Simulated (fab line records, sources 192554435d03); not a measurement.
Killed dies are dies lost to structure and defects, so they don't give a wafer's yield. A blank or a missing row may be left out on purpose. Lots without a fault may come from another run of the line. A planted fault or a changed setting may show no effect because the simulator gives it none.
Split-lot experiment | flow n5_finfet | 7 lots, 21 wafers read, on a route of 1938 steps

THE SPLIT
At N5_BEOL_M9_COAT_05 (resist thk 90 nm), the setting spin_rpm was moved away from the recipe's 1500 rpm on 8 of the 21 wafers read, by -3.5% to +10.0%. The other wafers ran this setting at the recipe's value.

The reading is taken at the split's own step.

THE READING
CAR-ArF_of_BEOL_M9_COAT_05.thk_nm (the simulator's own value, which no gauge read), in nm, at N5_BEOL_M9_COAT_05 (resist thk 90 nm). The file gives no usual value for it. The 13 wafers here that ran the recipe average 90.0 nm, standard deviation 0.13 nm.

wafer  | tool, chamber at the split | spin_rpm as run, rpm | against the recipe | CAR-ArF_of_BEOL_M9_COAT_05.thk_nm, nm | against lot-mates on the recipe
L074.1 | litho_track-01, 0          | 1500                 | recipe             | 89.8                                  | -
L074.2 | litho_track-01, 0          | 1500                 | recipe             | 90                                    | -
L074.4 | litho_track-01, 0          | 1650                 | +10.0%             | 85.6                                  | -4.3
L075.3 | litho_track-04, 0          | 1561                 | +4.1%              | 88.4                                  | -1.8
L075.4 | litho_track-04, 0          | 1561                 | +4.1%              | 88.6                                  | -1.6
L075.5 | litho_track-04, 0          | 1500                 | recipe             | 90.2                                  | -
L076.1 | litho_track-05, 0          | 1593                 | +6.2%              | 86.6                                  | -3.2
L076.4 | litho_track-05, 0          | 1500                 | recipe             | 89.8                                  | -
L076.5 | litho_track-05, 0          | 1593                 | +6.2%              | 87                                    | -2.8
L077.1 | litho_track-04, 0          | 1500                 | recipe             | 90                                    | -
L077.3 | litho_track-04, 0          | 1500                 | recipe             | 90                                    | -
L077.6 | litho_track-04, 0          | 1500                 | recipe             | 90                                    | -
L080.4 | litho_track-01, 0          | 1447                 | -3.5%              | 91.6                                  | +1.6
L080.5 | litho_track-01, 0          | 1447                 | -3.5%              | 91.6                                  | +1.6
L080.6 | litho_track-01, 0          | 1500                 | recipe             | 90                                    | -
L083.1 | litho_track-04, 0          | 1500                 | recipe             | 90.2                                  | -
L083.2 | litho_track-04, 0          | 1500                 | recipe             | 90.2                                  | -
L083.6 | litho_track-04, 0          | 1500                 | recipe             | 90.2                                  | -
L090.4 | litho_track-01, 0          | 1609                 | +7.3%              | 87                                    | -3.0
L090.5 | litho_track-01, 0          | 1500                 | recipe             | 90                                    | -
L090.6 | litho_track-01, 0          | 1500                 | recipe             | 90                                    | -

THE FIT
A straight line over all 21 wafers: CAR-ArF_of_BEOL_M9_COAT_05.thk_nm changes by -0.452 nm for each +1% of spin_rpm; r = -0.99; the points scatter about the line by 0.22 nm.
The same after taking each lot's own level away (the mean of its wafers on the recipe; 21 wafers): -0.442 nm for each +1%; r = -1.00; scatter 0.13 nm.
On that fit, the largest move of spin_rpm shifts the reading by 4.4 nm.
The lots' own levels span 89.80 to 90.20 nm, that is 3.0 times the standard deviation above.
So the lot-to-lot level changes the slope little: the two slopes agree.
Check: with one of the wafers moved furthest among these (+10.0%) left out of the fit, the line predicts -4.48 nm for it against its lot-mates. It came out at -4.3 nm against them.

OTHER SPLITS ON THESE WAFERS
These wafers also went through other splits before the reading. Each is held against what the fit with the lots' levels taken away leaves over:
other split on the same wafers    | wafers away from the commonest value | r with CAR-ArF_of_BEOL_M9_COAT_05.thk_nm (lot level and that fit taken away)
N5_BEOL_M7_ILD_DEP_00 time_s      | 11                                   | -0.15
N5_BEOL_M7_EXPOSE_08 dose_mj      | 8                                    | +0.32
N5_BEOL_M8_HM_DEP_02 target_thk_a | 11                                   | +0.27

THE FILE'S OWN FIT
CAR-ArF_of_BEOL_M9_COAT_05.thk_nm changes by -0.436 nm for each +1% of spin_rpm, r = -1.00.
